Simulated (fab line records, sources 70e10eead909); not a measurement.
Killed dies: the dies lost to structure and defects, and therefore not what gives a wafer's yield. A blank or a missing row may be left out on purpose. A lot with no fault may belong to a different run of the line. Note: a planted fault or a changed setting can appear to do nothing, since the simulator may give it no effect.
Matching of chambers -- flow nand_harc -- NHARC_A_CHANNEL_HOLE_D1_ETCH_38 on rie_diel-06: 4 sister chambers
The step etches the open film in CF4, target depth 39 nm, time 65 s. 18 wafers are shown with their chamber, then 9 later ones without.

## EACH WAFER AND ITS CHAMBER
wafer,chamber,drypump_motor_current_A (A),oes_product_au (a.u.),rf_vpp_V (V)
L074.2,1,5.7,0.998,150.9
L074.3,3,5.5,1.001,152.4
L074.5,0,6.1,1.022,152.1
L077.2,3,5.5,0.994,152.4
L077.5,0,6.1,1.003,150.4
L077.6,1,5.7,0.989,150.1
L079.1,0,6.1,1.009,149.9
L079.3,3,5.5,0.995,151.9
L079.6,3,5.5,0.995,152.9
L080.2,1,5.7,0.989,151.4
L080.3,2,4.7,1.013,150.8
L080.5,2,4.7,1.004,151.0
L084.1,3,5.5,1.000,152.3
L084.2,2,4.8,1.007,150.7
L084.4,1,5.7,0.989,150.5
L089.3,3,5.5,0.987,150.5
L089.4,1,5.7,1.013,149.8
L089.6,1,5.7,1.007,151.6

SIGNATURES (means of the wafers above)
reading,chamber 0,chamber 1,chamber 2,chamber 3,scatter within a chamber
drypump_motor_current_A,6.100,5.700,4.733,5.500,0.0218
oes_product_au,1.01133,0.99750,1.00800,0.99533,0.00803
rf_vpp_V,150.800,150.717,150.833,152.067,0.789
Rule: distance of a wafer from a chamber = root of the sum over the readings of ((wafer's reading minus chamber's mean) / reading's scatter) squared. If the next closest chamber is less than 2 further off than the closest, the wafer can't be placed; otherwise it belongs to the closest. The scatter: take each reading less its chamber's mean, square it, sum over the shown wafers, divide by the number of wafers less the number of chambers, and take the root.

## WAFERS WHOSE CHAMBER IS MISSING
wafer,drypump_motor_current_A (A),oes_product_au (a.u.),rf_vpp_V (V)
L093.1,5.7,1.012,150.9
L093.3,4.7,1.006,151.0
L093.4,6.1,1.001,151.1
L095.4,4.7,1.002,151.9
L095.5,5.7,1.014,150.9
L095.6,6.1,0.999,150.3
L096.2,6.1,0.996,149.2
L096.3,5.5,1.002,151.8
L096.6,5.7,1.013,150.7

## EACH ONE'S CHAMBER
wafer,from the rows above,in truth
L093.1,1,1
L093.3,2,2
L093.4,0,0
L095.4,2,2
L095.5,1,1
L095.6,0,0
L096.2,0,0
L096.3,3,3
L096.6,1,1
9 of 9 placed correctly. Can't be placed from these rows: 0. Wrongly placed: 0.
